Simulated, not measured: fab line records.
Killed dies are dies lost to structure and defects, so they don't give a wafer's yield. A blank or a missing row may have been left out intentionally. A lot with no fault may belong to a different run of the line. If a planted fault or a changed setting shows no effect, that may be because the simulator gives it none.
Matching of chambers | flow n5Finfet | N5_GATE_CUT_CMP_23 on cmp-01 has 4 sister chambers
The step polishes, stops on SiO2, t overpolish 23.4 s, target thk 16 nm. 18 wafers are shown with their chamber, then 9 later ones without.

## WAFERS, EACH WITH ITS CHAMBER
wafer  | chamber | motorCurrentA (A) | timeToEndpointS (s) | headPressurePsi (psi)
L075.1 | 2       | 9.1               | 21.1                | 2.499
L075.4 | 3       | 9.3               | 17.0                | 2.494
L075.6 | 0       | 8.5               | 19.8                | 2.487
L077.2 | 1       | 8.0               | 16.0                | 2.505
L077.3 | 3       | 9.3               | 14.2                | 2.506
L077.5 | 2       | 8.7               | 20.6                | 2.502
L078.1 | 2       | 8.7               | 20.5                | 2.500
L078.2 | 1       | 7.8               | 21.1                | 2.504
L078.3 | 0       | 8.2               | 19.5                | 2.497
L079.3 | 2       | 8.9               | 17.5                | 2.496
L079.4 | 0       | 8.0               | 16.3                | 2.505
L079.5 | 3       | 9.4               | 12.5                | 2.499
L080.2 | 0       | 8.5               | 17.0                | 2.514
L080.3 | 1       | 7.8               | 14.7                | 2.503
L080.6 | 1       | 7.8               | 15.1                | 2.499
L088.3 | 2       | 9.4               | 20.5                | 2.487
L088.4 | 0       | 8.4               | 18.9                | 2.502
L088.5 | 3       | 9.5               | 16.1                | 2.491

SIGNATURES, as means of the wafers listed above
reading         | chamber 0 | chamber 1 | chamber 2 | chamber 3 | scatter within a chamber
motorCurrentA   | 8.320     | 7.850     | 8.960     | 9.375     | 0.207
timeToEndpointS | 18.300    | 16.725    | 20.040    | 14.950    | 2.01
headPressurePsi | 2.50100   | 2.50275   | 2.49680   | 2.49750   | 0.007
Rule: a wafer's distance from a chamber is the root of the sum, over the readings, of the square of ((its reading less the chamber's mean) divided by the reading's scatter). The wafer belongs to the nearest chamber; if the next one is less than 2 further off, it can't be placed. The scatter: take each reading less its chamber's mean, square it, sum over the shown wafers, divide by the number of wafers less the number of chambers, and take the root.

## WAFERS MISSING THEIR CHAMBER
wafer  | motorCurrentA (A) | timeToEndpointS (s) | headPressurePsi (psi)
L095.1 | 9.3               | 14.3                | 2.495
L095.4 | 8.7               | 15.7                | 2.506
L095.6 | 8.2               | 15.8                | 2.506
L096.3 | 9.0               | 18.1                | 2.505
L096.5 | 9.1               | 13.3                | 2.499
L096.6 | 8.4               | 15.7                | 2.489
L097.1 | 9.1               | 18.3                | 2.503
L097.2 | 9.1               | 19.7                | 2.496
L097.5 | 9.3               | 17.7                | 2.493

## CHAMBER TAKEN BY EACH
wafer  | from the rows above               | in truth
L095.1 | 3                                 | 3
L095.4 | can't be placed: 0 or 2 or 3 or 1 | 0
L095.6 | can't be placed: 0 or 1           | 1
L096.3 | can't be placed: 2 or 3 or 0      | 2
L096.5 | can't be placed: 3 or 2           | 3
L096.6 | can't be placed: 0 or 1 or 2      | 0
L097.1 | can't be placed: 2 or 3           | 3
L097.2 | 2                                 | 2
L097.5 | can't be placed: 3 or 2           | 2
Correctly placed: 2 of 9. Cannot be placed on the basis of these rows: 7; the candidates contain the true chamber in 7. Placed wrongly: 0.
